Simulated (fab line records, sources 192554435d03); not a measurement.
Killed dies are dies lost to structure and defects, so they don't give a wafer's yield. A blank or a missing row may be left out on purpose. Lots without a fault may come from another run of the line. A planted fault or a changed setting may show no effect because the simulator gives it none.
Chamber matching | flow n5_finfet | N5_BEOL_M0_DEP_125 on pecvd-03: 3 sister chambers
The step deposits SiCN from 3MS/NH3, target thk 8 nm, time 14 s. 6 wafers are shown with their chamber, then 8 later ones without.

WAFERS WITH THEIR CHAMBER
wafer  | chamber | showerhead_plenum_p_Torr (Torr) | throttle_valve_pct (%)
L084.1 | 2       | 3.691                           | 8.4
L084.4 | 2       | 3.687                           | 8.6
L091.1 | 1       | 3.679                           | 9.4
L091.2 | 0       | 3.622                           | 8.9
L091.4 | 1       | 3.671                           | 9.2
L090.1 | 0       | 3.627                           | 8.9

WAFERS WITHOUT THEIR CHAMBER
wafer  | showerhead_plenum_p_Torr (Torr) | throttle_valve_pct (%)
L090.2 | 3.673                           | 9.4
L090.4 | 3.673                           | 9.2
L092.1 | 3.621                           | 8.9
L092.2 | 3.664                           | 9.2
L092.6 | 3.670                           | 9.5
L097.2 | 3.622                           | 9.1
L097.5 | 3.624                           | 9.0
L097.6 | 3.680                           | 7.8

WHICH CHAMBER EACH WENT THROUGH
wafer  | from the rows above | in truth
L090.2 | 1                   | 1
L090.4 | 1                   | 1
L092.1 | 0                   | 0
L092.2 | 1                   | 1
L092.6 | 1                   | 1
L097.2 | 0                   | 0
L097.5 | 0                   | 0
L097.6 | 2                   | 2
Placed correctly: 8 of 8. Can't be placed from these rows: 0. Placed wrongly: 0.
How it was worked out, from the rows above alone: a wafer's distance from a chamber is the root of the sum, over the readings, of the square of ((its reading less the chamber's mean) divided by the reading's scatter). The wafer belongs to the nearest chamber; if the next one is less than 2 further off, it can't be placed. A chamber's mean is the mean of its shown wafers. The scatter: the root of (the sum of the squares of (reading less its chamber's mean) over the shown wafers, divided by (wafers less chambers)).
